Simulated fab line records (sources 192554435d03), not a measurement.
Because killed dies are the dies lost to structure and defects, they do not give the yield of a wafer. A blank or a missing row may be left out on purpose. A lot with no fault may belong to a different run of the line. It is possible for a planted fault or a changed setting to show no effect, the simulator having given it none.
Split-lot study | flow n5 finfet | 39 wafers read across 7 lots, on a route 1938 steps long

## THE SPLIT
At N5_BEOL_M1_DESCUM_33 (chemistry O2, time 7 s), the setting time s was moved away from the recipe's 7 s on 18 of the 39 wafers read, by -22.0% to +56.1%. All remaining wafers had this setting at the recipe value.

## SPLIT TO READING: what lies between them in the file, 1 step
- N5_BEOL_M1_ETCH_77: etches underlayer in N2/H2, target depth 6.5 nm, time 5.2 s

## THE READING
CAR-EUV_of_BEOL_M1_COAT_22.thk nm (the simulator's own value, which no gauge read), in nm, at N5_BEOL_M1_ETCH_69 (etches SiARC in CF4, target depth 15.6 nm, time 26 s). The file gives no usual value for it. The 21 wafers here that ran the recipe average 11.1 nm, standard deviation 0.19 nm.

wafer  | tool, chamber at the split | time s as run, s | against the recipe | CAR-EUV_of_BEOL_M1_COAT_22.thk nm, nm | against lot-mates on the recipe
L074.1 | rie diel-03, 2,0           | 5.459            | -22.0%             | 11.8                                  | +0.7
L074.2 | rie diel-03, 1             | 5.459            | -22.0%             | 11.8                                  | +0.7
L074.4 | rie diel-03, 2,0           | 5.459            | -22.0%             | 11.8                                  | +0.7
L074.3 | rie diel-03, 3,1,0         | 7                | recipe             | 11                                    | -
L074.5 | rie diel-03, 3,1,0         | 7                | recipe             | 11.2                                  | -
L074.6 | rie diel-03, 3,1,0         | 7                | recipe             | 11.2                                  | -
L082.1 | rie diel-01, 0             | 7                | recipe             | 11                                    | -
L082.2 | rie diel-01, 1,2           | 7                | recipe             | 11.4                                  | -
L082.3 | rie diel-01, 2,3,3         | 5.818            | -16.9%             | 11.8                                  | +0.6
L082.4 | rie diel-01, 2,3,3         | 5.818            | -16.9%             | 11.8                                  | +0.6
L082.5 | rie diel-01, 2,3,3         | 5.818            | -16.9%             | 11.8                                  | +0.6
L082.6 | rie diel-01, 1,2           | 7                | recipe             | 11.2                                  | -
L086.1 | rie diel-01, 1,3,3         | 7                | recipe             | 11.2                                  | -
L086.2 | rie diel-01, 2,2,1         | 9.07             | +29.6%             | 9.8                                   | -1.3
L086.4 | rie diel-01, 2,2,1         | 9.07             | +29.6%             | 9.8                                   | -1.3
L086.3 | rie diel-01, 1,3,3         | 7                | recipe             | 11                                    | -
L086.5 | rie diel-01, 1,3,3         | 7                | recipe             | 11                                    | -
L086.6 | rie diel-01, 2,2,1         | 9.07             | +29.6%             | 10                                    | -1.1
L089.1 | rie diel-01, 2,0           | 9.171            | +31.0%             | 9.8                                   | -1.2
L089.4 | rie diel-01, 2,0           | 9.171            | +31.0%             | 9.8                                   | -1.2
L089.2 | rie diel-01, 3             | 9.171            | +31.0%             | 10                                    | -1.0
L089.3 | rie diel-01, 0,3,2         | 7                | recipe             | 11                                    | -
L089.5 | rie diel-01, 0,3,2         | 7                | recipe             | 11                                    | -
L089.6 | rie diel-01, 0,3,2         | 7                | recipe             | 11                                    | -
L090.1 | rie diel-01, 3,0,0         | 7                | recipe             | 11                                    | -
L090.2 | rie diel-01, 2             | 10.93            | +56.1%             | 8.8                                   | -2.1
L090.3 | rie diel-01, 1             | 10.93            | +56.1%             | 9                                     | -1.9
L090.4 | rie diel-01, 3,0,0         | 7                | recipe             | 10.8                                  | -
L090.6 | rie diel-01, 3,0,0         | 7                | recipe             | 10.8                                  | -
L090.5 | rie diel-01, 1             | 10.93            | +56.1%             | 9.2                                   | -1.7
L092.1 | rie diel-04, 0             | 8.939            | +27.7%             | 10                                    | -0.9
L092.5 | rie diel-04, 0,3           | 8.939            | +27.7%             | 10                                    | -0.9
L092.6 | rie diel-04, 0,3           | 8.939            | +27.7%             | 10                                    | -0.9
L092.2 | rie diel-04, 1,2,3         | 7                | recipe             | 11                                    | -
L092.4 | rie diel-04, 1,2,3         | 7                | recipe             | 11                                    | -
L092.3 | rie diel-04, 1,2,3         | 7                | recipe             | 10.8                                  | -
L097.2 | rie diel-04, 3,2,3         | 7                | recipe             | 11.4                                  | -
L097.3 | rie diel-04, 3,2,3         | 7                | recipe             | 11.4                                  | -
L097.6 | rie diel-04, 3,2,3         | 7                | recipe             | 11.4                                  | -
If several chambers appear in one row, that row covers several wafers at once and the file leaves open which wafer was in which chamber.

FIT RESULTS
A straight line over all 39 wafers: CAR-EUV_of_BEOL_M1_COAT_22.thk nm changes by -0.0379 nm for each +1% of time s; r = -0.98; the points scatter about the line by 0.16 nm.
The same after taking each lot's own level away (the mean of its wafers on the recipe; 39 wafers): -0.0343 nm for each +1%; r = -0.99; scatter 0.11 nm.
According to that fit, moving time s by its largest amount changes the reading by 1.9 nm.
Across the lots, their own levels run from 10.87 to 11.40 nm, a range of 2.8 times the standard deviation given above.
So the slope is not independent of the lot-to-lot level: the two fits are not the same.
Check: for one of the wafers moved furthest among these (+56.1%), held out of the fit, the line's prediction against its lot-mates is -1.92 nm. It came out at -2.07 nm against them.

## OTHER SPLITS APPLIED TO THESE WAFERS
Other splits were also applied to these wafers ahead of the reading. Each is held against what the fit with the lots' levels taken away leaves over:
other split on the same wafers     | wafers away from the commonest value | r with CAR-EUV_of_BEOL_M1_COAT_22.thk nm (lot level and that fit taken away)
N5_FIN_SAQP_HM_DEP_03 target thk a | 18                                   | -0.15
N5_GATE_CUT_ETCH_56 target depth a | 15                                   | -0.01
N5_BEOL_M0_SAQP_PECVD_96 time s    | 15                                   | -0.23

## THE WHOLE CHAIN: every reading that the file lists as answering this split, in the file's order
step                 | what it does                                         | reading                                                                            | change (the file's fit)                | r (the file's)
N5_BEOL_M1_DESCUM_33 | chemistry O2, time 7 s                               | CAR-EUV_of_BEOL_M1_COAT_22.thk nm (the simulator's own value, which no gauge read) | -0.0356 nm for each +1% of the setting | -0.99
N5_BEOL_M1_ETCH_69   | etches SiARC in CF4, target depth 15.6 nm, time 26 s | CAR-EUV_of_BEOL_M1_COAT_22.thk nm (the simulator's own value, which no gauge read) | -0.0346 nm for each +1% of the setting | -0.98

## THE FILE'S OWN FIT
CAR-EUV_of_BEOL_M1_COAT_22.thk nm changes by -0.0346 nm for each +1% of time s, r = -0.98.
